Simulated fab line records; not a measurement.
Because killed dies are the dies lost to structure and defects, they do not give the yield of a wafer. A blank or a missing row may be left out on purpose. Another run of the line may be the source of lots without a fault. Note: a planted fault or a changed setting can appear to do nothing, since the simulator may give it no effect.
Matching of chambers	flow n5Finfet	4 sister chambers for N5_BEOL_M13_TRENCH_ETCH_34 on rieDiel-04
The step etches SiOC in C4F8/O2/Ar, target depth 413.47 nm, time 162.6 s. 14 wafers are shown with their chamber, then 7 later ones without.

== EACH WAFER AND ITS CHAMBER ==
wafer	chamber	showerheadPlenumPTorr (Torr)	drypumpMotorCurrentA (A)	throttleValvePct (%)
L076.1	1	3.58	5.9	24.22
L076.2	0	3.41	5.1	24.18
L076.5	2	3.62	5.6	23.88
L074.2	1	3.58	5.8	24.21
L074.3	3	3.61	5.7	24.01
L074.5	3	3.61	5.7	24.00
L075.2	0	3.41	5.1	24.15
L075.3	3	3.61	5.7	23.99
L075.4	0	3.41	5.1	24.17
L077.1	1	3.58	5.8	24.24
L077.2	0	3.41	5.1	24.16
L077.3	3	3.61	5.7	24.00
L083.1	2	3.61	5.6	23.90
L083.2	3	3.60	5.7	24.02

SIGNATURES (means of the wafers above)
reading	chamber 0	chamber 1	chamber 2	chamber 3	scatter within a chamber
showerheadPlenumPTorr	3.4100	3.5800	3.6150	3.6080	0.00361
drypumpMotorCurrentA	5.100	5.833	5.600	5.700	0.0258
throttleValvePct	24.1650	24.2233	23.8900	24.0040	0.013
Rule: distance of a wafer from a chamber = root of the sum over the readings of ((wafer's reading minus chamber's mean) / reading's scatter) squared. If the next closest chamber is less than 2 further off than the closest, the wafer can't be placed; otherwise it belongs to the closest. The scatter is the square root of a quotient: the sum, over the shown wafers, of each reading's squared deviation from its chamber's mean, divided by wafers minus chambers.

== WAFERS WITH NO CHAMBER GIVEN ==
wafer	showerheadPlenumPTorr (Torr)	drypumpMotorCurrentA (A)	throttleValvePct (%)
L083.6	3.58	5.9	24.25
L087.3	3.57	5.8	24.26
L087.4	3.61	5.6	23.89
L087.5	3.61	5.6	23.91
L094.1	3.39	5.1	24.19
L094.2	3.59	5.7	24.05
L094.4	3.60	5.6	23.92

== THE CHAMBER EACH PASSED THROUGH ==
wafer	from the rows above	in truth
L083.6	1	1
L087.3	1	1
L087.4	2	2
L087.5	2	2
L094.1	0	0
L094.2	3	3
L094.4	2	2
Correct placement for 7 of the 7. Left unplaced by these rows: 0. Wrongly placed: 0.
